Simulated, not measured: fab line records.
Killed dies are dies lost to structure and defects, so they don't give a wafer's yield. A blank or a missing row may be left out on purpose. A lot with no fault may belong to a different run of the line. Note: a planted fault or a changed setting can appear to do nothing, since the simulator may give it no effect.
Matching of chambers -- flow nand-harc -- NHARC_A_BLC_ALD_23 on ald-metal-03: 4 sister chambers
The step deposits TiN, target thk 3 nm, pulse time 1 s, ald cycles 150. 4 wafers are shown with their chamber, then 8 later ones without.

== WAFERS WITH THEIR CHAMBER ==
wafer,chamber,heater-power-w (W)
L088.4,1,1161
L089.4,0,902
L089.5,3,1091
L091.4,2,1072

== WAFERS WITH NO CHAMBER GIVEN ==
wafer,heater-power-w (W)
L091.5,1058
L091.6,931
L095.2,1179
L095.4,1058
L095.5,1213
L090.1,1075
L090.2,1032
L090.6,1160

== CHAMBER TAKEN BY EACH ==
wafer,from the rows above,in truth
L091.5,can't be placed: 2 or 3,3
L091.6,0,0
L095.2,1,1
L095.4,can't be placed: 2 or 3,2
L095.5,1,1
L090.1,can't be placed: 2 or 3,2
L090.2,can't be placed: 2 or 3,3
L090.6,1,1
Correct placement for 4 of the 8. Can't be placed from these rows: 4 (the true chamber is among the candidates in 4). Placed wrongly: 0.
How it was worked out, from the rows above alone: a wafer's distance from a chamber is the root of the sum, over the readings, of the square of ((its reading less the chamber's mean) divided by the reading's scatter). If the next closest chamber is less than 2 further off than the closest, the wafer can't be placed; otherwise it belongs to the closest. Each chamber's mean is taken over the wafers shown for it. The scatter: root of mean squared gap, hidden wafer to nearest shown wafer, with one shown wafer a chamber.
